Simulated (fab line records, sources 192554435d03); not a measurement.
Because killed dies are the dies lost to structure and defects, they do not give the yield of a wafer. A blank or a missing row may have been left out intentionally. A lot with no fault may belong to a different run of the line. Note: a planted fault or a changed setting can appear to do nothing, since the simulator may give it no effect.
Chamber matching | flow n5-finfet | ald-metal-01 running N5_HKMG_FIN_NWFM_ALD_20: 4 sister chambers
The step deposits TiAlC, target thk 2 nm, pulse time 3 s, purge time 2 s. 4 wafers are shown with their chamber, then 7 later ones without.

WAFERS PAIRED WITH THEIR CHAMBERS
wafer  | chamber | heater-power-w (W)
L635.6 | 1       | 416
L640.5 | 3       | 449
L642.1 | 2       | 469
L642.3 | 0       | 540

WAFERS WHOSE CHAMBER IS MISSING
wafer  | heater-power-w (W)
L642.6 | 528
L643.1 | 469
L643.2 | 518
L643.4 | 459
L648.4 | 427
L648.5 | 456
L648.6 | 532

EACH ONE'S CHAMBER
wafer  | from the rows above     | in truth
L642.6 | 0                       | 0
L643.1 | can't be placed: 2 or 3 | 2
L643.2 | 0                       | 0
L643.4 | can't be placed: 2 or 3 | 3
L648.4 | can't be placed: 1 or 3 | 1
L648.5 | can't be placed: 3 or 2 | 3
L648.6 | 0                       | 0
Correct placement for 3 of the 7. Unplaceable from these rows: 4, with the true chamber sitting among the candidates in 4. Placed wrongly: 0.
How it was worked out, from the rows above alone: a wafer's distance from a chamber is the root of the sum, over the readings, of the square of ((its reading less the chamber's mean) divided by the reading's scatter). The wafer belongs to the nearest chamber; if the next one is less than 2 further off, it can't be placed. Each chamber's mean is taken over the wafers shown for it. The scatter (one wafer shown for each chamber): square how far every hidden wafer sits from the nearest shown wafer, average those squares and take the square root.
